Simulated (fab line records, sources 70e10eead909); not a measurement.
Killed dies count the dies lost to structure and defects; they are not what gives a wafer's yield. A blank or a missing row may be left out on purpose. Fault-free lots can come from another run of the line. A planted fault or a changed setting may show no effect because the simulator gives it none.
Which of the tools did it? || flow nand harc || 14 lots with 42 wafers sampled at 4 steps, on a route of 1159 steps

## WHAT THE GAUGES SHOWED, per wafer
NHARC_END_SORT_01.
{"lot": "L817", "measured": "day 20 05:33", "on": "prober-02", "killed at array": "41 33 18", "killed at other": "1 0 0", "killed at periphery": "4 3 8", "killed dies": "46 36 26", "killed open": "7 1 6", "killed short": "2 2 4"}
{"lot": "L818", "measured": "day 20 18:22", "on": "prober-01", "killed at array": "27 42 24", "killed at other": "0 2 3", "killed at periphery": "3 4 4", "killed dies": "30 48 31", "killed open": "4 3 4", "killed short": "7 4 2"}
{"lot": "L821", "measured": "day 21 05:57", "on": "prober-02", "killed at array": "30 21 28", "killed at other": "4 0 2", "killed at periphery": "7 8 3", "killed dies": "41 29 33", "killed open": "2 2 2", "killed short": "4 2 5"}
{"lot": "L824", "measured": "day 21 20:43", "on": "prober-01", "killed at array": "30 19 25", "killed at other": "2 1 1", "killed at periphery": "4 3 5", "killed dies": "36 23 31", "killed open": "7 3 4", "killed short": "5 2 2"}
{"lot": "L820", "measured": "day 21 12:55", "on": "prober-02", "killed at array": "25 25 32", "killed at other": "0 1 0", "killed at periphery": "0 4 2", "killed dies": "25 30 34", "killed open": "1 7 5", "killed short": "0 1 2"}
{"lot": "L823", "measured": "day 21 13:43", "on": "prober-01", "killed at array": "27 33 26", "killed at other": "0 0 0", "killed at periphery": "0 3 2", "killed dies": "27 36 28", "killed open": "2 4 7", "killed short": "0 2 2"}
{"lot": "L827", "measured": "day 22 11:03", "on": "prober-02", "killed at array": "38 36 29", "killed at other": "0 0 0", "killed at periphery": "3 4 0", "killed dies": "41 40 29", "killed open": "3 4 3", "killed short": "3 2 5"}
{"lot": "L826", "measured": "day 23 02:02", "on": "prober-02", "killed at array": "30 42 34", "killed at other": "0 0 0", "killed at periphery": "1 1 1", "killed dies": "31 43 35", "killed open": "5 6 5", "killed short": "2 2 6"}
{"lot": "L829", "measured": "day 23 02:01", "on": "prober-01", "killed at array": "77 83 87", "killed at other": "3 4 3", "killed at periphery": "5 3 3", "killed dies": "85 90 93", "killed open": "2 3 4", "killed short": "2 1 6"}
{"lot": "L830", "measured": "day 23 21:09", "on": "prober-01", "killed at array": "98 127 100", "killed at other": "0 0 0", "killed at periphery": "3 6 7", "killed dies": "101 133 107", "killed open": "2 2 4", "killed short": "1 0 0"}

## TOOL THAT RAN EACH LOT (tool first, then ch and the chambers of the sampled wafers, then the start)
{"lot": "L816", "NHARC_A_CONTACT_ETCH_138": "har cap etch-02 ch 0,1, day 17 10:46", "NHARC_THIN_TSV_DESCUM_14": "rie diel-06 ch 2,3, day 18 21:31", "NHARC_THIN_TSV_STRIP_62": "plasma asher-01 ch 0,1, day 19 00:08"}
{"lot": "L815", "NHARC_A_CONTACT_ETCH_138": "har cap etch-03 ch 0,1, day 17 11:39", "NHARC_THIN_TSV_DESCUM_14": "rie diel-06 ch 0,1,2, day 19 01:10", "NHARC_THIN_TSV_STRIP_62": "plasma asher-01 ch 0,1, day 19 03:37"}
{"lot": "L819", "NHARC_A_CONTACT_ETCH_138": "har cap etch-02 ch 0, day 17 16:50", "NHARC_THIN_TSV_DESCUM_14": "rie diel-13 ch 1,2,3, day 19 05:38", "NHARC_THIN_TSV_STRIP_62": "plasma asher-02 ch 0,1, day 19 08:08"}
{"lot": "L817", "NHARC_A_CONTACT_ETCH_138": "har cap etch-01 ch 0,1, day 17 19:17", "NHARC_THIN_TSV_DESCUM_14": "rie diel-01 ch 2,3, day 19 06:49", "NHARC_THIN_TSV_STRIP_62": "plasma asher-01 ch 0,1, day 19 09:26"}
{"lot": "L818", "NHARC_A_CONTACT_ETCH_138": "har cap etch-01 ch 0,1, day 18 15:30", "NHARC_THIN_TSV_DESCUM_14": "rie diel-01 ch 0,1, day 20 01:42", "NHARC_THIN_TSV_STRIP_62": "plasma asher-02 ch 0,1, day 20 04:47"}
{"lot": "L821", "NHARC_A_CONTACT_ETCH_138": "har cap etch-02 ch 0,1, day 18 21:46", "NHARC_THIN_TSV_DESCUM_14": "rie diel-13 ch 0,1,2, day 20 13:56", "NHARC_THIN_TSV_STRIP_62": "plasma asher-01 ch 0,1, day 20 16:24"}
{"lot": "L824", "NHARC_A_CONTACT_ETCH_138": "har cap etch-02 ch 0,1, day 19 02:39", "NHARC_THIN_TSV_DESCUM_14": "rie diel-13 ch 0,1, day 20 20:12", "NHARC_THIN_TSV_STRIP_62": "plasma asher-01 ch 0,1, day 20 23:06"}
{"lot": "L820", "NHARC_A_CONTACT_ETCH_138": "har cap etch-03 ch 0,1, day 19 03:50", "NHARC_THIN_TSV_DESCUM_14": "rie diel-06 ch 2,3, day 20 21:35", "NHARC_THIN_TSV_STRIP_62": "plasma asher-02 ch 0,1, day 21 00:02"}
{"lot": "L823", "NHARC_A_CONTACT_ETCH_138": "har cap etch-03 ch 0,1, day 19 09:31", "NHARC_THIN_TSV_DESCUM_14": "rie diel-13 ch 1,2,3, day 20 22:40", "NHARC_THIN_TSV_STRIP_62": "plasma asher-02 ch 0,1, day 21 01:10"}
{"lot": "L827", "NHARC_A_CONTACT_ETCH_138": "har cap etch-01 ch 0,1, day 20 04:04", "NHARC_THIN_TSV_DESCUM_14": "rie diel-06 ch 1,2,3, day 21 16:35", "NHARC_THIN_TSV_STRIP_62": "plasma asher-01 ch 0,1, day 21 19:10"}
{"lot": "L826", "NHARC_A_CONTACT_ETCH_138": "har cap etch-03 ch 0,1, day 20 19:52", "NHARC_THIN_TSV_DESCUM_14": "rie diel-06 ch 1,2, day 22 11:07", "NHARC_THIN_TSV_STRIP_62": "plasma asher-02 ch 0,1, day 22 13:46"}
{"lot": "L829", "NHARC_A_CONTACT_ETCH_138": "har cap etch-02 ch 0, day 20 20:47", "NHARC_THIN_TSV_DESCUM_14": "rie diel-13 ch 0,1,2, day 22 12:23", "NHARC_THIN_TSV_STRIP_62": "plasma asher-01 ch 0,1, day 22 14:52"}
{"lot": "L831", "NHARC_A_CONTACT_ETCH_138": "har cap etch-03 ch 0,1, day 21 04:35", "NHARC_THIN_TSV_DESCUM_14": "rie diel-13 ch 0,1,2, day 22 20:20", "NHARC_THIN_TSV_STRIP_62": "plasma asher-01 ch 0,1, day 22 23:01"}
{"lot": "L830", "NHARC_A_CONTACT_ETCH_138": "har cap etch-02 ch 0,1, day 21 10:01", "NHARC_THIN_TSV_DESCUM_14": "rie diel-01 ch 0,3, day 23 04:01", "NHARC_THIN_TSV_STRIP_62": "plasma asher-02 ch 0,1, day 23 06:28"}
- NHARC_A_CONTACT_ETCH_138: etches the open film in C4F8/O2/Ar, time 132 s, target depth 1289 nm.
- NHARC_THIN_TSV_DESCUM_14: chemistry O2, time 3 s.
- NHARC_THIN_TSV_STRIP_62: strips in N2/H2, time 20 s.

## WHAT THE TOOLS THEMSELVES READ (means of the sampled wafers that have a number; where no wafer has one, the mark that the record gives instead)
NHARC_THIN_TSV_DESCUM_14.
{"lot": "L816", "tool": "rie diel-06", "drypump motor current A (A)": 5.5, "mfc ar sccm (sccm)": 0.008, "oes product au (a.u.)": 0.995, "rf vpp V (V)": 57.6, "showerhead plenum p Torr (Torr)": 1.81, "throttle valve pct (%)": 11.323}
{"lot": "L815", "tool": "rie diel-06", "drypump motor current A (A)": 5.6, "mfc ar sccm (sccm)": 0.024, "oes product au (a.u.)": 1.007, "rf vpp V (V)": 57.5, "showerhead plenum p Torr (Torr)": 1.91, "throttle valve pct (%)": 11.307}
{"lot": "L819", "tool": "rie diel-13", "drypump motor current A (A)": 5.3, "mfc ar sccm (sccm)": 0.000, "oes product au (a.u.)": 1.014, "rf vpp V (V)": 57.4, "showerhead plenum p Torr (Torr)": 1.86, "throttle valve pct (%)": 11.310}
{"lot": "L817", "tool": "rie diel-01", "drypump motor current A (A)": 5.3, "mfc ar sccm (sccm)": 0.014, "oes product au (a.u.)": 1.004, "rf vpp V (V)": 58.1, "showerhead plenum p Torr (Torr)": 1.95, "throttle valve pct (%)": 11.310}
{"lot": "L818", "tool": "rie diel-01", "drypump motor current A (A)": 5.4, "mfc ar sccm (sccm)": 0.020, "oes product au (a.u.)": 0.985, "rf vpp V (V)": 58.2, "showerhead plenum p Torr (Torr)": 1.89, "throttle valve pct (%)": 11.304}
{"lot": "L821", "tool": "rie diel-13", "drypump motor current A (A)": 5.4, "mfc ar sccm (sccm)": 0.011, "oes product au (a.u.)": 1.008, "rf vpp V (V)": 58.2, "showerhead plenum p Torr (Torr)": 1.88, "throttle valve pct (%)": 11.309}
{"lot": "L824", "tool": "rie diel-13", "drypump motor current A (A)": 5.6, "mfc ar sccm (sccm)": 0.022, "oes product au (a.u.)": 1.003, "rf vpp V (V)": 57.5, "showerhead plenum p Torr (Torr)": 1.82, "throttle valve pct (%)": 11.308}
{"lot": "L820", "tool": "rie diel-06", "drypump motor current A (A)": 5.3, "mfc ar sccm (sccm)": 0.015, "oes product au (a.u.)": 1.000, "rf vpp V (V)": 57.2, "showerhead plenum p Torr (Torr)": 1.81, "throttle valve pct (%)": 11.308}
{"lot": "L823", "tool": "rie diel-13", "drypump motor current A (A)": 5.3, "mfc ar sccm (sccm)": 0.000, "oes product au (a.u.)": 0.996, "rf vpp V (V)": 58.0, "showerhead plenum p Torr (Torr)": 1.86, "throttle valve pct (%)": 11.312}
{"lot": "L827", "tool": "rie diel-06", "drypump motor current A (A)": 5.7, "mfc ar sccm (sccm)": 0.014, "oes product au (a.u.)": 1.009, "rf vpp V (V)": 57.6, "showerhead plenum p Torr (Torr)": 1.86, "throttle valve pct (%)": 11.311}
{"lot": "L826", "tool": "rie diel-06", "drypump motor current A (A)": 5.5, "mfc ar sccm (sccm)": 0.021, "oes product au (a.u.)": 1.008, "rf vpp V (V)": 57.2, "showerhead plenum p Torr (Torr)": 1.85, "throttle valve pct (%)": 11.309}
{"lot": "L829", "tool": "rie diel-13", "drypump motor current A (A)": 5.4, "mfc ar sccm (sccm)": 0.011, "oes product au (a.u.)": 1.005, "rf vpp V (V)": 57.2, "showerhead plenum p Torr (Torr)": 1.87, "throttle valve pct (%)": 11.319}
{"lot": "L831", "tool": "rie diel-13", "drypump motor current A (A)": 5.4, "mfc ar sccm (sccm)": 0.011, "oes product au (a.u.)": 1.001, "rf vpp V (V)": 57.3, "showerhead plenum p Torr (Torr)": 1.87, "throttle valve pct (%)": 11.307}
{"lot": "L830", "tool": "rie diel-01", "drypump motor current A (A)": 5.3, "mfc ar sccm (sccm)": 0.022, "oes product au (a.u.)": 1.001, "rf vpp V (V)": 58.2, "showerhead plenum p Torr (Torr)": 1.94, "throttle valve pct (%)": 11.315}

NHARC_THIN_TSV_STRIP_62.
{"lot": "L816", "tool": "plasma asher-01", "drypump motor current A (A)": 5.58, "heater power w (W)": 360}
{"lot": "L815", "tool": "plasma asher-01", "drypump motor current A (A)": 5.60, "heater power w (W)": 360}
{"lot": "L819", "tool": "plasma asher-02", "drypump motor current A (A)": 5.91, "heater power w (W)": 273}
{"lot": "L817", "tool": "plasma asher-01", "drypump motor current A (A)": 5.54, "heater power w (W)": 360}
{"lot": "L818", "tool": "plasma asher-02", "drypump motor current A (A)": 5.91, "heater power w (W)": 305}
{"lot": "L821", "tool": "plasma asher-01", "drypump motor current A (A)": 5.51, "heater power w (W)": 321}
{"lot": "L824", "tool": "plasma asher-01", "drypump motor current A (A)": 5.58, "heater power w (W)": 333}
{"lot": "L820", "tool": "plasma asher-02", "drypump motor current A (A)": 5.91, "heater power w (W)": 302}
{"lot": "L823", "tool": "plasma asher-02", "drypump motor current A (A)": 5.89, "heater power w (W)": 299}
{"lot": "L827", "tool": "plasma asher-01", "drypump motor current A (A)": 5.48, "heater power w (W)": 328}
{"lot": "L826", "tool": "plasma asher-02", "drypump motor current A (A)": 5.92, "heater power w (W)": 272}
{"lot": "L829", "tool": "plasma asher-01", "drypump motor current A (A)": 5.58, "heater power w (W)": 334}
{"lot": "L831", "tool": "plasma asher-01", "drypump motor current A (A)": 5.47, "heater power w (W)": 323}
{"lot": "L830", "tool": "plasma asher-02", "drypump motor current A (A)": 5.89, "heater power w (W)": 272}

## THE ANSWER, worked out from the rows above alone
Rule: the lots themselves supply what counts as usual. Put in order of their means at a reading, lots are off if they are a third of the lots or fewer, leave a main group of 4 or more, and stand apart from it by a gap of 3 or more times the standard deviation of the main group's means; of several such gaps the widest counts. A main group whose means are all the same, to the digits that the tables above print for the reading, isn't used. Also off: a lot with no number at a reading for which 4 or more lots have one. All remaining lots with rows at the step are treated as sound. After the gauges, taken in route order, come the tools' own readings; for these a lot's mean is taken, as printed above. The first step at which some lot is off is used, and at that step the reading that is off furthest; a lot without a number counts as furthest.
Off at NHARC_END_SORT_01 (killed dies): L829, L830. Main group: mean 34, sd 3. Neither off nor sound, because the step has no rows for them: L816, L815, L819, L831.
A tool fits if, at a process step before that reading, it ran every lot that is off, and no sound lot after the first of them. Gauges at NHARC_END_SORT_01: tried the same way as those tools. 2 tools fit, har cap etch-02 at NHARC_A_CONTACT_ETCH_138 and prober-01 at NHARC_END_SORT_01, so this cannot tell which one it is.

## WHAT THE SIMULATOR HAD INSERTED
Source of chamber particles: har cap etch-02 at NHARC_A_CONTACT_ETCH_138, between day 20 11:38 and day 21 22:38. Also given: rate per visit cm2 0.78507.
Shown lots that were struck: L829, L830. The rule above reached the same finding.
